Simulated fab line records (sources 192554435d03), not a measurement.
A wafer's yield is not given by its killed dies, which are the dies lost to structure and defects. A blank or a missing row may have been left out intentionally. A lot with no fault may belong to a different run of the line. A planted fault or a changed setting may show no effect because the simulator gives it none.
Split-lot experiment | flow n5 finfet | 21 wafers read from 7 lots, route of 1938 steps

THE SPLIT ITSELF
At N5_ZERO_LAYER_DEVELOP_10 (develop time 60 s), the setting develop time s was moved away from the recipe's 60 s on 6 of the 21 wafers read, by -17.3% to +19.2%. This setting was run at the recipe's value on the other wafers.

BETWEEN THE SPLIT AND THE READING: the file shows 1 step in between
- N5_ZERO_LAYER_HARDBAKE_23: time 120 s

THE READING
cd nm, in nm, at N5_ZERO_LAYER_CD_MEAS_11 (target cd 2000 nm). Typical for fault-free wafers on this fab line: 1999.6 nm, with standard deviation 1.5 nm.

wafer  | tool, chamber at the split | develop time s as run, s | against the recipe | cd nm, nm | against lot-mates on the recipe
L075.3 | litho track-05, 0          | 60                       | recipe             | 1995.3    | -
L075.4 | litho track-05, 0          | 71.54                    | +19.2%             | 2002.3    | +7.0
L075.6 | litho track-05, 0          | 71.54                    | +19.2%             | 2000.8    | +5.5
L076.2 | litho track-05, 0          | 60                       | recipe             | 2001.8    | -
L076.3 | litho track-05, 0          | 60                       | recipe             | 1999.0    | -
L076.5 | litho track-05, 0          | 60                       | recipe             | 1999.6    | -
L078.3 | litho track-02, 0          | 60                       | recipe             | 2001.3    | -
L078.4 | litho track-02, 0          | 60                       | recipe             | 1999.7    | -
L078.6 | litho track-02, 0          | 52.79                    | -12.0%             | 1997.9    | -2.6
L081.1 | litho track-05, 0          | 49.59                    | -17.3%             | 1994.1    | -4.8
L081.2 | litho track-05, 0          | 60                       | recipe             | 1998.8    | -
L081.5 | litho track-05, 0          | 60                       | recipe             | 1999.1    | -
L086.1 | litho track-01, 0          | 60                       | recipe             | 2001.8    | -
L086.2 | litho track-01, 0          | 60                       | recipe             | 2001.5    | -
L086.4 | litho track-01, 0          | 60                       | recipe             | 2001.0    | -
L087.1 | litho track-01, 0          | 53.07                    | -11.6%             | 1997.3    | -2.0
L087.3 | litho track-01, 0          | 53.07                    | -11.6%             | 1997.7    | -1.6
L087.4 | litho track-01, 0          | 60                       | recipe             | 1999.3    | -
L096.3 | litho track-01, 0          | 60                       | recipe             | 1998.2    | -
L096.4 | litho track-01, 0          | 60                       | recipe             | 1998.8    | -
L096.5 | litho track-01, 0          | 60                       | recipe             | 1999.1    | -

FIT RESULTS
A straight line over all 21 wafers: cd nm changes by +0.163 nm for each +1% of develop time s; r = +0.65; the points scatter about the line by 1.6 nm.
The same after taking each lot's own level away (the mean of its wafers on the recipe; 21 wafers): +0.276 nm for each +1%; r = +0.95; scatter 0.81 nm.
That fit puts the effect of the largest move of develop time s on the reading at 5.3 nm.
The span of the lots' own levels, 1995.30 to 2001.43 nm, comes to 4.1 times the standard deviation stated above.
So the lot-to-lot level blurs the effect unless lot-mates are compared.
Check: with one of the wafers moved furthest among these (+19.2%) left out of the fit, the line predicts +4.88 nm for it against its lot-mates. Against them it came out at +7 nm.

ADDITIONAL SPLITS CARRIED BY THESE WAFERS
Before the reading, these wafers also passed through other splits. Each is held against what the fit with the lots' levels taken away leaves over:
other split on the same wafers | wafers away from the commonest value | r with cd nm (lot level and that fit taken away)
N5_ZERO_LAYER_PECVD_02 time s  | 7                                    | -0.39

FILE'S OWN FIT
cd nm changes by +0.268 nm for each +1% of develop time s, r = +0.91.
